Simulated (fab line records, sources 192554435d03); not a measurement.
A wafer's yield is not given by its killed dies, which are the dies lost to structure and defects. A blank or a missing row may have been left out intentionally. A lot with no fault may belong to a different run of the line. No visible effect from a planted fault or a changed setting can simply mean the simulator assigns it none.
Which tool was responsible? / flow n5-finfet / 72 wafers from 24 lots sampled at 3 of the route's 1938 steps

## WHAT THE GAUGES SHOWED, per wafer
N5_BEOL_M10_OVL_MEAS_12.
lot=L074; measured=day 10 00:36; on=overlay-01; M10_OVL (nm)=-0.1 -1.0 -1.0
lot=L075; measured=day 10 17:07; on=overlay-02; M10_OVL (nm)=1.7 1.4 1.6
lot=L077; measured=day 10 21:17; on=overlay-01; M10_OVL (nm)=-0.3 0.4 1.0
lot=L078; measured=day 10 21:27; on=overlay-02; M10_OVL (nm)=2.0 1.5 0.8
lot=L076; measured=day 10 22:10; on=overlay-01; M10_OVL (nm)=0.2 0.5 -1.2
lot=L079; measured=day 11 14:58; on=overlay-02; M10_OVL (nm)=1.1 -0.1 -1.0
lot=L080; measured=day 11 18:20; on=overlay-02; M10_OVL (nm)=0.0 -0.3 -0.2
lot=L081; measured=day 11 18:36; on=overlay-02; M10_OVL (nm)=1.9 1.1 0.7
lot=L082; measured=day 12 03:44; on=overlay-02; M10_OVL (nm)=0.8 -0.2 1.4
lot=L084; measured=day 12 14:25; on=overlay-02; M10_OVL (nm)=0.0 -0.1 -0.2
lot=L083; measured=day 12 23:27; on=overlay-01; M10_OVL (nm)=1.3 0.4 1.3
lot=L085; measured=day 13 08:08; on=overlay-01; M10_OVL (nm)=0.9 0.8 0.5
lot=L088; measured=day 13 19:14; on=overlay-01; M10_OVL (nm)=-0.2 -0.5 2.0
lot=L087; measured=day 13 22:29; on=overlay-01; M10_OVL (nm)=-0.5 0.4 -1.2
lot=L086; measured=day 13 22:42; on=overlay-01; M10_OVL (nm)=1.3 2.5 0.5
lot=L089; measured=day 14 02:14; on=overlay-02; M10_OVL (nm)=0.3 1.1 0.7
lot=L090; measured=day 14 05:49; on=overlay-01; M10_OVL (nm)=0.8 -0.3 0.4
lot=L092; measured=day 14 07:55; on=overlay-02; M10_OVL (nm)=0.6 1.1 0.0
lot=L091; measured=day 14 17:43; on=overlay-01; M10_OVL (nm)=1.0 0.3 0.9
lot=L093; measured=day 15 00:55; on=overlay-02; M10_OVL (nm)=1.4 1.6 1.6
lot=L094; measured=day 15 16:14; on=overlay-02; M10_OVL (nm)=-0.2 -0.1 -1.1
lot=L095; measured=day 15 17:14; on=overlay-01; M10_OVL (nm)=0.0 0.7 -0.7
lot=L097; measured=day 15 19:10; on=overlay-02; M10_OVL (nm)=0.4 0.8 1.3
lot=L096; measured=day 16 01:11; on=overlay-02; M10_OVL (nm)=-0.2 0.3 0.9

## WHAT TOOL EACH LOT RAN ON (gives the tool, then ch and the chambers of the sampled wafers, and finally the start)
lot=L074; N5_BEOL_M9_DEGAS_44=pvd-sputter-03, day 9 18:36; N5_BEOL_M9_SURFACE_TREAT_79=pvd-sputter-01, day 9 19:40
lot=L075; N5_BEOL_M9_DEGAS_44=pvd-sputter-01, day 10 11:17; N5_BEOL_M9_SURFACE_TREAT_79=pvd-sputter-01, day 10 11:53
lot=L077; N5_BEOL_M9_DEGAS_44=pvd-sputter-03, day 10 15:10; N5_BEOL_M9_SURFACE_TREAT_79=pvd-sputter-02, day 10 15:46
lot=L078; N5_BEOL_M9_DEGAS_44=pvd-sputter-02, day 10 15:49; N5_BEOL_M9_SURFACE_TREAT_79=pvd-sputter-02, day 10 16:20
lot=L076; N5_BEOL_M9_DEGAS_44=pvd-sputter-03, day 10 17:38; N5_BEOL_M9_SURFACE_TREAT_79=pvd-sputter-03, day 10 18:04
lot=L079; N5_BEOL_M9_DEGAS_44=pvd-sputter-01, day 11 10:53; N5_BEOL_M9_SURFACE_TREAT_79=pvd-sputter-03, day 11 11:19
lot=L080; N5_BEOL_M9_DEGAS_44=pvd-sputter-01, day 11 13:47; N5_BEOL_M9_SURFACE_TREAT_79=pvd-sputter-01, day 11 14:11
lot=L081; N5_BEOL_M9_DEGAS_44=pvd-sputter-01, day 11 14:56; N5_BEOL_M9_SURFACE_TREAT_79=pvd-sputter-01, day 11 15:20
lot=L082; N5_BEOL_M9_DEGAS_44=pvd-sputter-02, day 11 20:42; N5_BEOL_M9_SURFACE_TREAT_79=pvd-sputter-03, day 11 21:11
lot=L084; N5_BEOL_M9_DEGAS_44=pvd-sputter-01, day 12 09:01; N5_BEOL_M9_SURFACE_TREAT_79=pvd-sputter-01, day 12 09:32
lot=L083; N5_BEOL_M9_DEGAS_44=pvd-sputter-01, day 12 18:43; N5_BEOL_M9_SURFACE_TREAT_79=pvd-sputter-01, day 12 19:18
lot=L085; N5_BEOL_M9_DEGAS_44=pvd-sputter-02, day 13 04:18; N5_BEOL_M9_SURFACE_TREAT_79=pvd-sputter-01, day 13 04:41
lot=L088; N5_BEOL_M9_DEGAS_44=pvd-sputter-03, day 13 13:45; N5_BEOL_M9_SURFACE_TREAT_79=pvd-sputter-03, day 13 15:46
lot=L087; N5_BEOL_M9_DEGAS_44=pvd-sputter-01, day 13 16:47; N5_BEOL_M9_SURFACE_TREAT_79=pvd-sputter-03, day 13 17:58
lot=L086; N5_BEOL_M9_DEGAS_44=pvd-sputter-01, day 13 16:54; N5_BEOL_M9_SURFACE_TREAT_79=pvd-sputter-03, day 13 18:01
lot=L089; N5_BEOL_M9_DEGAS_44=pvd-sputter-01, day 13 19:28; N5_BEOL_M9_SURFACE_TREAT_79=pvd-sputter-02, day 13 20:04
lot=L090; N5_BEOL_M9_DEGAS_44=pvd-sputter-01, day 14 02:11; N5_BEOL_M9_SURFACE_TREAT_79=pvd-sputter-01, day 14 02:40
lot=L092; N5_BEOL_M9_DEGAS_44=pvd-sputter-01, day 14 02:16; N5_BEOL_M9_SURFACE_TREAT_79=pvd-sputter-01, day 14 02:43
lot=L091; N5_BEOL_M9_DEGAS_44=pvd-sputter-02, day 14 13:22; N5_BEOL_M9_SURFACE_TREAT_79=pvd-sputter-02, day 14 13:46
lot=L093; N5_BEOL_M9_DEGAS_44=pvd-sputter-01, day 14 20:46; N5_BEOL_M9_SURFACE_TREAT_79=pvd-sputter-02, day 14 21:21
lot=L094; N5_BEOL_M9_DEGAS_44=pvd-sputter-03, day 15 11:23; N5_BEOL_M9_SURFACE_TREAT_79=pvd-sputter-03, day 15 11:47
lot=L095; N5_BEOL_M9_DEGAS_44=pvd-sputter-02, day 15 11:44; N5_BEOL_M9_SURFACE_TREAT_79=pvd-sputter-02, day 15 12:23
lot=L097; N5_BEOL_M9_DEGAS_44=pvd-sputter-01, day 15 15:37; N5_BEOL_M9_SURFACE_TREAT_79=pvd-sputter-01, day 15 16:02
lot=L096; N5_BEOL_M9_DEGAS_44=pvd-sputter-01, day 15 18:54; N5_BEOL_M9_SURFACE_TREAT_79=pvd-sputter-03, day 15 20:27
- N5_BEOL_M9_DEGAS_44: time 60 s.
- N5_BEOL_M9_SURFACE_TREAT_79

## WHAT THE TOOLS THEMSELVES READ (means of the sampled wafers that have a number; where no wafer has one, the mark that the record gives instead)
N5_BEOL_M9_DEGAS_44.
lot=L074; tool=pvd-sputter-03; heater-power-w (W)=300
lot=L075; tool=pvd-sputter-01; heater-power-w (W)=349
lot=L077; tool=pvd-sputter-03; heater-power-w (W)=289
lot=L078; tool=pvd-sputter-02; heater-power-w (W)=307
lot=L076; tool=pvd-sputter-03; heater-power-w (W)=302
lot=L079; tool=pvd-sputter-01; heater-power-w (W)=346
lot=L080; tool=pvd-sputter-01; heater-power-w (W)=344
lot=L081; tool=pvd-sputter-01; heater-power-w (W)=356
lot=L082; tool=pvd-sputter-02; heater-power-w (W)=323
lot=L084; tool=pvd-sputter-01; heater-power-w (W)=342
lot=L083; tool=pvd-sputter-01; heater-power-w (W)=348
lot=L085; tool=pvd-sputter-02; heater-power-w (W)=297
lot=L088; tool=pvd-sputter-03; heater-power-w (W)=295
lot=L087; tool=pvd-sputter-01; heater-power-w (W)=350
lot=L086; tool=pvd-sputter-01; heater-power-w (W)=353
lot=L089; tool=pvd-sputter-01; heater-power-w (W)=350
lot=L090; tool=pvd-sputter-01; heater-power-w (W)=348
lot=L092; tool=pvd-sputter-01; heater-power-w (W)=340
lot=L091; tool=pvd-sputter-02; heater-power-w (W)=312
lot=L093; tool=pvd-sputter-01; heater-power-w (W)=349
lot=L094; tool=pvd-sputter-03; heater-power-w (W)=300
lot=L095; tool=pvd-sputter-02; heater-power-w (W)=318
lot=L097; tool=pvd-sputter-01; heater-power-w (W)=349
lot=L096; tool=pvd-sputter-01; heater-power-w (W)=354

## THE ANSWER, worked out from the rows above alone
Rule: usual is defined by the lots themselves. Put in order of their means at a reading, lots are off if they are a third of the lots or fewer, leave a main group of 4 or more, and stand apart from it by a gap of 3 or more times the standard deviation of the main group's means; of several such gaps the widest counts. The tables above print the reading to a certain number of digits; a main group whose means all agree to those digits is not used. A lot without any number at a reading at which 4 lots or more have one is off too. The other lots that the step has rows for count as sound. The gauges are gone through in route order, then the tools' own readings, and for those a lot's mean is taken as printed above. The first step at which some lot is off is used, and at that step the reading that is off furthest; a lot without a number counts as furthest.
None of the lots is off at any reading shown; this tells nothing.

## WHAT WAS PUT IN BY THE SIMULATOR
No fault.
